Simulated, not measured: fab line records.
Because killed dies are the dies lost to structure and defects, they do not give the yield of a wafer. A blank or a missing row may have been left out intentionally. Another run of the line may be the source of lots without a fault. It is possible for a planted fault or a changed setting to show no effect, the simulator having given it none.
fab line records	flow nand-harc	part 1 of 2: steps 1 to 29 of 37
record lots=5	wafers=15	last-day=30
route steps=1302 shown A_STAIRCASE@756
lots with no fault: from the same line, run without faults
start-h: the number of hours between the record's first day and the start of the first shown wafer of the lot	wait-h: hours from the lot's prior step to this one	" the same as in the row above	L1.1+2: several wafers, shown together as one row	- either no value or no given start	* or withheld: withheld	< > ~ a bound
route shown NAME@n: a module of which the file shows steps, and the number in the route of the first	usual: mean/standard deviation of fault-free wafers	same: alike in all rows	chamber/n: place in a boat	sites: per-site readings	_std_site: how widely they spread, as a standard deviation	_edge_site: outer sites' mean less inner sites'	radius-mm: how far each site lies from the wafer's centre	mask NAME#n: copy n	behind: tool/chamber where the wafer was last shaped	hold: why the lot went on hold/how many hours it stayed there/how the hold came to an end	device: the n, p or np transistor that did not switch	end of line: the tests these same wafers got at the end of their route	a step without rows: its recipe alone	killed: count of dies lost to structure and defects at first sort (not the wafer's yield)	map: the dies of a wafer, with x for killed, . for not killed, _ for no die there
set.NAME: the setting that was run; set.NAME@STEP: the one run at that earlier step	model.NAME: the simulator's own value behind a step, which no gauge read
lots at some steps of the route; a table a step, a row a wafer
services: a tool's chamber out of use, with start hour (start-h, from the record's first day; less than 0 if before it), hours out, and reason
## steps
# step NHARC_A_STAIRCASE_DEHYDRATE_242
# recipe temp-c=150	time-s=120
# usual plate-temp-C=150.01/0.15
lot.wafer	tool	chamber	start-h	wait-h	plate-temp-C
L074.1	litho-track-03	0	372.95	-	149.90
L074.2	"	0	"	"	150.05
L074.6	"	0	"	"	149.82
L081.2	litho-track-05	0	436.46	-	150.31
L081.4	"	0	"	"	150.04
L081.6	"	0	"	"	149.98
L085.1	litho-track-02	0	468.78	-	149.88
L085.4	"	0	"	"	150.14
L085.5	"	0	"	"	150.15
L086.2	litho-track-05	0	500.93	-	149.91
L086.3	"	0	"	"	150.03
L086.5	"	0	"	"	150.07
L089.3	litho-track-03	0	511.04	-	150.22
L089.4	"	0	"	"	150.10
L089.5	"	0	"	"	150.20
# step NHARC_A_STAIRCASE_HMDS_243
# recipe time-s=30
lot.wafer	tool	chamber	start-h	wait-h
L074.1+2+6	litho-track-03	0	-	-
L081.2+4+6	litho-track-05	0	-	-
L085.1+4+5	litho-track-02	0	-	-
L086.2+3+5	litho-track-05	0	-	-
L089.3+4+5	litho-track-03	0	-	-
# step NHARC_A_STAIRCASE_COAT_244
# recipe spin-rpm=1200
lot.wafer	tool	chamber	start-h	wait-h
L074.1+2+6	litho-track-03	0	-	-
L081.2+4+6	litho-track-05	0	-	-
L085.1+4+5	litho-track-02	0	-	-
L086.2+3+5	litho-track-05	0	-	-
L089.3+4+5	litho-track-03	0	-	-
# step NHARC_A_STAIRCASE_SOFTBAKE_245
# recipe temp-c=135	time-s=170
# usual plate-temp-C=135.02/0.14
lot.wafer	tool	chamber	start-h	wait-h	plate-temp-C
L074.1	litho-track-03	0	-	-	135.18
L074.2	"	0	"	"	135.04
L074.6	"	0	"	"	135.19
L081.2	litho-track-05	0	-	-	135.24
L081.4	"	0	"	"	134.90
L081.6	"	0	"	"	135.06
L085.1	litho-track-02	0	-	-	135.00
L085.4	"	0	"	"	134.89
L085.5	"	0	"	"	134.94
L086.2	litho-track-05	0	-	-	135.25
L086.3	"	0	"	"	135.25
L086.5	"	0	"	"	135.13
L089.3	litho-track-03	0	-	-	134.86
L089.4	"	0	"	"	135.05
L089.5	"	0	"	"	135.06
# step NHARC_A_STAIRCASE_EBR_246
lot.wafer	tool	chamber	start-h	wait-h
L074.1+2+6	litho-track-03	0	-	-
L081.2+4+6	litho-track-05	0	-	-
L085.1+4+5	litho-track-02	0	-	-
L086.2+3+5	litho-track-05	0	-	-
L089.3+4+5	litho-track-03	0	-	-
# step NHARC_A_STAIRCASE_EXPOSE_247
# recipe na=0.5	dose-mj=25.34	mask-id=SDS_1
lot.wafer	tool	chamber	start-h	wait-h	mask
L074.1+2+6	krf-scanner-04	0	373.28	-	SDS_1#0
L081.2+4+6	krf-scanner-03	0	436.80	-	SDS_1#0
L085.1+4+5	krf-scanner-04	0	469.11	-	SDS_1#0
L086.2+3+5	krf-scanner-04	0	501.27	-	SDS_1#0
L089.3+4+5	krf-scanner-03	0	511.38	-	SDS_1#0
# step NHARC_A_STAIRCASE_PEB_248
# recipe peb-temp-c=115	peb-time-s=130
# usual plate-temp-C=114.99/0.15
lot.wafer	tool	chamber	start-h	wait-h	plate-temp-C
L074.1	litho-track-03	0	373.34	0.1	114.98
L074.2	"	0	"	"	114.92
L074.6	"	0	"	"	114.84
L081.2	litho-track-03	0	436.86	0.1	115.01
L081.4	"	0	"	"	114.84
L081.6	"	0	"	"	115.00
L085.1	litho-track-02	0	469.17	0.1	114.90
L085.4	"	0	"	"	114.68
L085.5	"	0	"	"	114.93
L086.2	litho-track-02	0	501.33	0.1	114.81
L086.3	"	0	"	"	114.77
L086.5	"	0	"	"	114.97
L089.3	litho-track-02	0	511.44	0.0	114.92
L089.4	"	0	"	"	114.82
L089.5	"	0	"	"	115.03
# step NHARC_A_STAIRCASE_DEVELOP_249
# recipe time-s=140
lot.wafer	tool	chamber	start-h	wait-h
L074.1+2+6	litho-track-03	0	-	-
L081.2+4+6	litho-track-03	0	-	-
L085.1+4+5	litho-track-02	0	-	-
L086.2+3+5	litho-track-02	0	-	-
L089.3+4+5	litho-track-02	0	-	-
# step NHARC_A_STAIRCASE_HARDBAKE_251
# recipe temp-c=120	time-s=140
lot.wafer	tool	chamber	start-h	wait-h
L074.1+2+6	litho-track-03	0	373.56	-
L081.2+4+6	litho-track-02	0	437.08	-
L085.1+4+5	litho-track-03	0	469.39	-
L086.2+3+5	litho-track-05	0	501.55	-
L089.3+4+5	litho-track-05	0	511.66	-
# step NHARC_A_STAIRCASE_DESCUM_252
# recipe time-s=3	o2-flow-sccm=200	ar-flow-sccm=0	bias-power-w=0	chemistry=O2
# usual drypump-motor-current-A=5.5/0.35	oes-product-au=1.000/0.011	rf-vpp-V=58.1/0.98	showerhead-plenum-p-Torr=1.95/0.099	throttle-valve-pct=11.311/0.0095
lot.wafer	tool	chamber	start-h	wait-h	drypump-motor-current-A	oes-product-au	rf-hours-counter-h	rf-vpp-V	showerhead-plenum-p-Torr	throttle-valve-pct
L074.1	rie-diel-03	1	373.66	-	5.6	1.014	23	58.8	1.96	11.315
L074.2	"	2	"	"	6.0	1.009	22	58.2	1.96	11.315
L074.6	"	0	"	"	6.1	1.000	-	57.9	1.84	11.315
L081.4	rie-diel-09	1	437.17	-	5.5	0.998	39	57.0	1.82	11.306
L081.2	"	2	"	"	5.6	1.000	37	59.4	1.83	11.305
L081.6	"	2	"	"	5.6	0.985	-	56.5	1.83	11.310
L085.1	rie-diel-03	0	471.22	-	6.1	0.999	2	58.0	1.83	11.330
L085.4	"	3	"	"	5.8	0.982	4	58.3	1.84	11.308
L085.5	"	0	"	"	6.1	0.994	-	57.2	1.83	11.299
L086.2	rie-diel-06	2	501.65	-	5.7	0.981	3	58.4	2.05	11.299
L086.3	"	0	"	"	5.4	0.985	5	56.5	2.04	11.316
L086.5	"	1	"	"	4.8	1.003	-	58.0	1.85	11.297
L089.4	rie-diel-09	2	511.76	-	5.6	1.004	1	56.1	1.83	11.311
L089.3	"	3	"	"	4.9	0.991	1	58.3	1.91	11.325
L089.5	"	1	"	"	5.5	0.992	-	56.0	1.81	11.300
# step NHARC_A_STAIRCASE_ETCH_253
# recipe target-depth-a=500	time-s=20.2	ion-energy-ev=400	c4f8-flow-sccm=20	o2-flow-sccm=10	ar-flow-sccm=withheld	rf-w=600	bias-w=1000	chemistry=C4F8/O2
# usual oes-product-au=0.959/0.022	rf-vpp-V=898/6
lot.wafer	tool	chamber	start-h	wait-h	oes-product-au	rf-hours-counter-h	rf-vpp-V
L074.2	rie-diel-03	2	373.74	0.1	0.977	22	898
L074.1	"	0	"	"	0.959	23	892
L074.6	"	2	"	"	0.977	-	898
L081.2	rie-diel-09	3	437.26	0.1	0.973	34	896
L081.4	"	1	"	"	0.979	39	890
L081.6	"	0	"	"	1.000	-	905
L085.4	rie-diel-03	0	471.33	0.1	0.935	2	891
L085.1	"	1	"	"	0.949	2	897
L085.5	"	1	"	"	0.955	-	898
L086.3	rie-diel-06	0	501.73	0.1	0.969	5	903
L086.2	"	1	"	"	0.969	3	892
L086.5	"	0	"	"	0.967	-	903
L089.4	rie-diel-09	1	511.84	0.1	0.950	1	890
L089.3	"	2	"	"	0.978	1	891
L089.5	"	1	"	"	0.942	-	888
# step NHARC_A_STAIRCASE_STRIP_254
# recipe power-w=1500	temp-c=250	chemistry=O2
# usual drypump-motor-current-A=5.2/0.36	heater-power-w=346/14	temp-c=249.98/0.17
lot.wafer	tool	chamber	start-h	wait-h	drypump-motor-current-A	heater-power-w	rf-hours-counter-h	temp-c
L074.1	plasma-asher-01	0	373.83	-	5.6	354	5	249.82
L074.2	"	1	"	"	5.6	348	5	250.03
L074.6	"	0	"	"	5.5	353	-	249.75
L081.2	plasma-asher-02	1	437.54	-	4.7	355	2	250.14
L081.4	"	0	"	"	5.3	327	-	249.99
L081.6	"	0	"	"	5.4	336	-	250.08
L085.1	plasma-asher-02	0	471.46	-	5.4	327	17	249.84
L085.4	"	1	"	"	4.8	352	-	250.00
L085.5	"	0	"	"	5.4	324	-	249.75
L086.2	plasma-asher-02	0	501.86	-	5.4	323	27	249.92
L086.3	"	0	"	"	5.3	325	-	249.90
L086.5	"	0	"	"	5.4	330	-	250.04
L089.3	plasma-asher-02	1	512.22	-	4.7	365	-	250.12
L089.4	"	0	"	"	5.4	322	-	250.05
L089.5	"	0	"	"	5.3	333	-	249.90
# step NHARC_A_STAIRCASE_STRIP_255
# recipe time-s=900	temp-c=130	chemistry=SPM
# usual temp-c=130.02/0.14
lot.wafer	tool	chamber	start-h	wait-h	temp-c
L074.1	wet-bench-07	4	374.17	0.3	130.21
L074.2	"	7	"	"	130.17
L074.6	"	0	"	"	130.21
L081.2	wet-bench-06	1	437.88	0.3	130.14
L081.4	"	5	"	"	130.01
L081.6	"	6	"	"	129.94
L085.4	wet-bench-02	4	471.78	0.2	130.23
L085.5	"	6	"	"	130.19
L085.1	"	7	"	"	130.05
L086.3	wet-bench-06	1	502.16	0.2	130.08
L086.5	"	2	"	"	130.48
L086.2	"	5	"	"	129.85
L089.4	wet-bench-06	0	512.49	0.2	130.33
L089.3	"	1	"	"	129.98
L089.5	"	3	"	"	129.96
# step NHARC_A_STAIRCASE_PRECLEAN_256
# recipe time-s=*	temp-c=50	bath-age-min=0	chemistry=SC1
# usual temp-c=50.00/0.12
lot.wafer	tool	chamber	start-h	wait-h	temp-c
L074.1	wet-bench-07	4	-	-	50.02
L074.2	"	7	"	"	49.94
L074.6	"	0	"	"	49.86
L081.2	wet-bench-06	1	-	-	50.05
L081.4	"	5	"	"	50.00
L081.6	"	6	"	"	49.98
L085.4	wet-bench-02	4	-	-	50.02
L085.5	"	6	"	"	50.30
L085.1	"	7	"	"	50.18
L086.3	wet-bench-06	1	-	-	50.19
L086.5	"	2	"	"	49.95
L086.2	"	5	"	"	49.98
L089.4	wet-bench-06	0	-	-	49.86
L089.3	"	1	"	"	50.07
L089.5	"	3	"	"	49.96
# step NHARC_A_STAIRCASE_SRD_257
lot.wafer	tool	chamber	start-h	wait-h
L074.1+2+6	wet-bench-07	4,7,0	-	-
L081.2+4+6	wet-bench-06	1,5,6	-	-
L085.4+5+1	wet-bench-02	4,6,7	-	-
L086.3+5+2	wet-bench-06	1,2,5	-	-
L089.4+3+5	wet-bench-06	0,1,3	-	-
# step NHARC_A_STAIRCASE_HM_DEP_456
# recipe target-thk-a=31000	temp-c=400	material=aC
# usual throttle-valve-pct=35.001/0.009
lot.wafer	tool	chamber	start-h	wait-h	throttle-valve-pct
L074.1	acl-dep-03	0	377.69	-	35.014
L074.2	"	0	"	"	35.007
L074.6	"	0	379.27	-	35.003
L081.2	acl-dep-03	0	439.64	-	35.010
L081.4	"	0	"	"	35.000
L081.6	"	0	"	"	35.005
L085.1	acl-dep-03	0	472.24	-	35.022
L085.4	"	0	"	"	35.001
L085.5	"	0	"	"	34.984
L086.2	acl-dep-02	0	502.93	-	35.007
L086.3	"	0	"	"	35.007
L086.5	"	0	"	"	34.996
L089.3	acl-dep-03	0	513.57	-	35.002
L089.4	"	0	"	"	35.012
L089.5	"	0	"	"	34.997
# step NHARC_A_STAIRCASE_DEP_259
# recipe target-thk-a=300	target-thk-nm=30	temp-c=400	pressure-torr=3.5	flow-sccm=200	rf-w=350	material=SiON
# usual heater-power-w=751/83
lot.wafer	tool	chamber	start-h	wait-h	heater-power-w	since-wet-clean-h
L074.2	pecvd-02	1	379.76	1.4	700	100
L074.1	"	0	"	"	745	100
L074.6	"	1	"	"	697	-
L081.2	pecvd-04	1	441.25	1.3	762	159
L081.6	"	1	"	"	769	-
L081.4	"	2	"	"	739	-
L085.1	pecvd-04	0	474.16	1.6	733	11
L085.4	"	2	"	"	700	-
L085.5	"	0	"	"	725	-
L086.3	pecvd-04	2	504.49	0.9	692	41
L086.2	"	1	"	"	751	41
L086.5	"	0	"	"	660	-
L089.3	pecvd-02	1	514.87	1.0	662	54
L089.4	"	1	"	"	679	-
L089.5	"	2	"	"	925	-
# step NHARC_A_STAIRCASE_DEHYDRATE_260
# recipe temp-c=150	time-s=120
# usual plate-temp-C=149.98/0.15
lot.wafer	tool	chamber	start-h	wait-h	plate-temp-C
L074.1	litho-track-02	0	380.03	0.2	150.20
L074.2	"	0	"	"	150.12
L074.6	"	0	"	"	149.97
L081.2	litho-track-03	0	441.49	0.2	149.78
L081.4	"	0	"	"	150.06
L081.6	"	0	"	"	149.85
L085.1	litho-track-02	0	474.38	0.2	150.29
L085.4	"	0	"	"	150.06
L085.5	"	0	"	"	150.06
L086.2	litho-track-03	0	504.76	0.2	150.17
L086.3	"	0	"	"	149.79
L086.5	"	0	"	"	150.11
L089.3	litho-track-02	0	515.12	0.2	150.00
L089.4	"	0	"	"	150.05
L089.5	"	0	"	"	150.22
# step NHARC_A_STAIRCASE_HMDS_261
# recipe time-s=30
lot.wafer	tool	chamber	start-h	wait-h
L074.1+2+6	litho-track-02	0	-	-
L081.2+4+6	litho-track-03	0	-	-
L085.1+4+5	litho-track-02	0	-	-
L086.2+3+5	litho-track-03	0	-	-
L089.3+4+5	litho-track-02	0	-	-
# step NHARC_A_STAIRCASE_COAT_262
# recipe spin-rpm=1200
lot.wafer	tool	chamber	start-h	wait-h
L074.1+2+6	litho-track-02	0	-	-
L081.2+4+6	litho-track-03	0	-	-
L085.1+4+5	litho-track-02	0	-	-
L086.2+3+5	litho-track-03	0	-	-
L089.3+4+5	litho-track-02	0	-	-
# step NHARC_A_STAIRCASE_SOFTBAKE_263
# recipe temp-c=135	time-s=170
# usual plate-temp-C=135.04/0.15
lot.wafer	tool	chamber	start-h	wait-h	plate-temp-C
L074.1	litho-track-02	0	-	-	135.36
L074.2	"	0	"	"	135.21
L074.6	"	0	"	"	135.11
L081.2	litho-track-03	0	-	-	135.15
L081.4	"	0	"	"	134.95
L081.6	"	0	"	"	135.15
L085.1	litho-track-02	0	-	-	135.33
L085.4	"	0	"	"	135.27
L085.5	"	0	"	"	135.18
L086.2	litho-track-03	0	-	-	135.04
L086.3	"	0	"	"	134.91
L086.5	"	0	"	"	134.99
L089.3	litho-track-02	0	-	-	134.75
L089.4	"	0	"	"	134.84
L089.5	"	0	"	"	134.97
# step NHARC_A_STAIRCASE_EBR_264
lot.wafer	tool	chamber	start-h	wait-h
L074.1+2+6	litho-track-02	0	-	-
L081.2+4+6	litho-track-03	0	-	-
L085.1+4+5	litho-track-02	0	-	-
L086.2+3+5	litho-track-03	0	-	-
L089.3+4+5	litho-track-02	0	-	-
# step NHARC_A_STAIRCASE_EXPOSE_265
# recipe na=0.5	dose-mj=25.01	mask-id=CHOP_200
lot.wafer	tool	chamber	start-h	wait-h	mask
L074.1+2+6	krf-scanner-03	0	380.36	-	CHOP_200#0
L081.2+4+6	krf-scanner-04	0	441.83	-	CHOP_200#0
L085.1+4+5	krf-scanner-04	0	474.71	-	CHOP_200#0
L086.2+3+5	krf-scanner-03	0	504.97	-	CHOP_200#0
L089.3+4+5	krf-scanner-04	0	515.46	-	CHOP_200#0
# step NHARC_A_STAIRCASE_PEB_266
# recipe peb-temp-c=115	peb-time-s=130
# usual plate-temp-C=115.00/0.14
lot.wafer	tool	chamber	start-h	wait-h	plate-temp-C
L074.1	litho-track-02	0	380.43	0.1	114.85
L074.2	"	0	"	"	114.97
L074.6	"	0	"	"	114.84
L081.2	litho-track-03	0	441.89	0.1	115.15
L081.4	"	0	"	"	115.10
L081.6	"	0	"	"	114.85
L085.1	litho-track-02	0	474.77	0.1	115.03
L085.4	"	0	"	"	114.88
L085.5	"	0	"	"	114.85
L086.2	litho-track-02	0	505.03	0.1	114.80
L086.3	"	0	"	"	115.09
L086.5	"	0	"	"	114.77
L089.3	litho-track-02	0	515.52	0.1	115.22
L089.4	"	0	"	"	114.84
L089.5	"	0	"	"	115.03
# step NHARC_A_STAIRCASE_DEVELOP_267
# recipe time-s=140
lot.wafer	tool	chamber	start-h	wait-h
L074.1+2+6	litho-track-02	0	-	-
L081.2+4+6	litho-track-03	0	-	-
L085.1+4+5	litho-track-02	0	-	-
L086.2+3+5	litho-track-02	0	-	-
L089.3+4+5	litho-track-02	0	-	-
# step NHARC_A_STAIRCASE_HARDBAKE_269
# recipe temp-c=120	time-s=140
lot.wafer	tool	chamber	start-h	wait-h
L074.1+2+6	litho-track-05	0	380.66	-
L081.2+4+6	litho-track-03	0	442.11	-
L085.1+4+5	litho-track-02	0	474.99	-
L086.2+3+5	litho-track-02	0	505.25	-
L089.3+4+5	litho-track-05	0	515.74	-
# step NHARC_A_STAIRCASE_DESCUM_270
# recipe time-s=3	o2-flow-sccm=200	ar-flow-sccm=0	bias-power-w=0	chemistry=O2
# usual drypump-motor-current-A=5.5/0.37	oes-product-au=1.000/0.011	rf-vpp-V=57.9/0.97	showerhead-plenum-p-Torr=1.92/0.096	throttle-valve-pct=11.311/0.0095
lot.wafer	tool	chamber	start-h	wait-h	drypump-motor-current-A	oes-product-au	rf-hours-counter-h	rf-vpp-V	showerhead-plenum-p-Torr	throttle-valve-pct
L074.2	rie-diel-03	3	380.75	-	5.9	0.988	22	57.0	1.85	11.313
L074.1	"	2	"	"	6.0	1.011	23	59.0	1.96	11.307
L074.6	"	0	"	"	6.1	1.009	-	57.8	1.84	11.313
L081.2	rie-diel-03	0	442.21	-	6.1	1.016	42	56.6	1.83	11.317
L081.4	"	2	"	"	6.0	1.008	38	57.6	1.95	11.308
L081.6	"	0	"	"	6.1	0.996	-	57.4	1.83	11.305
L085.4	rie-diel-03	0	475.09	-	6.1	0.991	4	57.7	1.83	11.306
L085.1	"	1	"	"	5.6	0.994	4	58.1	1.95	11.325
L085.5	"	0	"	"	6.1	0.998	-	56.3	1.83	11.319
L086.3	rie-diel-06	2	505.36	-	5.7	0.982	4	57.6	2.05	11.315
L086.2	"	3	"	"	5.4	0.999	6	56.1	2.05	11.318
L086.5	"	0	"	"	5.4	0.997	-	58.1	2.03	11.327
L089.4	rie-diel-09	2	515.83	-	5.6	0.997	2	56.6	1.83	11.317
L089.3	"	0	"	"	5.8	1.001	2	57.6	2.04	11.323
L089.5	"	1	"	"	5.5	0.987	-	58.2	1.81	11.295
# step NHARC_A_STAIRCASE_ETCH_271
# recipe cf4-flow-sccm=100	chf3-flow-sccm=30	ar-flow-sccm=0	rf-w=500	bias-w=200	chemistry=CF4/CHF3
# usual drypump-motor-current-A=5.5/0.37	oes-product-au=0.954/0.023	rf-vpp-V=371.0/2.5	showerhead-plenum-p-Torr=1.59/0.074	throttle-valve-pct=16.804/0.0097
lot.wafer	tool	chamber	start-h	wait-h	drypump-motor-current-A	oes-product-au	rf-hours-counter-h	rf-vpp-V	showerhead-plenum-p-Torr	throttle-valve-pct
L074.2	rie-diel-03	2	380.85	0.1	6.0	1.001	23	371.0	1.61	16.795
L074.1	"	0	"	"	6.1	0.966	24	367.5	1.52	16.801
L074.6	"	2	"	"	6.0	0.995	-	372.2	1.61	16.790
L081.2	rie-diel-03	3	442.31	0.1	5.9	0.922	38	368.6	1.52	16.809
L081.4	"	1	"	"	5.6	0.931	42	370.5	1.60	16.792
L081.6	"	2	"	"	6.0	0.935	-	369.9	1.60	16.798
L085.4	rie-diel-03	1	475.91	0.8	5.6	0.951	4	372.0	1.60	16.803
L085.1	"	0	"	"	6.1	0.945	5	369.0	1.51	16.806
L085.5	"	2	"	"	6.1	0.941	-	373.4	1.60	16.831
L086.2	rie-diel-06	3	505.49	0.1	5.4	0.943	6	374.4	1.68	16.810
L086.3	"	1	"	"	4.8	0.967	5	369.0	1.53	16.800
L086.5	"	3	"	"	5.4	0.948	-	373.7	1.68	16.805
L089.3	rie-diel-09	0	515.92	0.1	5.9	0.998	2	373.3	1.67	16.806
L089.4	"	2	"	"	5.6	0.982	2	368.3	1.51	16.793
L089.5	"	0	"	"	5.8	0.979	-	374.4	1.67	16.801
# step NHARC_A_STAIRCASE_HM_OPEN_457
# recipe o2-flow-sccm=400	cos-flow-sccm=20	ar-flow-sccm=0	rf-w=500	bias-w=300	chemistry=O2/COS
# usual drypump-motor-current-A=5.5/0.39	oes-product-au=1.002/0.012	rf-vpp-V=467/3.1	showerhead-plenum-p-Torr=3.14/0.14	throttle-valve-pct=28.329/0.0095
lot.wafer	tool	chamber	start-h	wait-h	drypump-motor-current-A	oes-product-au	rf-hours-counter-h	rf-vpp-V	showerhead-plenum-p-Torr	throttle-valve-pct
L074.2	rie-diel-03	3	-	-	5.9	0.997	22	463	3.02	28.316
L074.1	"	0	"	"	6.2	1.003	24	465	3.01	28.336
L074.6	"	2	"	"	6.1	1.015	-	467	3.19	28.320
L081.2	rie-diel-03	3	-	-	5.9	0.979	38	465	3.02	28.314
L081.4	"	0	"	"	6.1	0.997	42	465	3.00	28.337
L081.6	"	2	"	"	6.1	1.008	-	467	3.18	28.332
L085.1	rie-diel-03	3	-	-	5.8	0.985	7	464	3.01	28.325
L085.4	"	0	"	"	6.1	0.986	5	463	2.99	28.329
L085.5	"	2	"	"	6.1	0.991	-	469	3.17	28.318
L086.3	rie-diel-06	3	-	-	5.4	0.998	6	472	3.34	28.326
L086.2	"	1	"	"	4.9	1.010	5	466	3.03	28.332
L086.5	"	0	"	"	5.4	0.997	-	470	3.31	28.325
L089.4	rie-diel-09	3	-	-	4.9	0.999	2	468	3.12	28.313
L089.3	"	0	"	"	5.8	1.011	2	472	3.32	28.322
L089.5	"	3	"	"	4.9	1.003	-	466	3.12	28.320
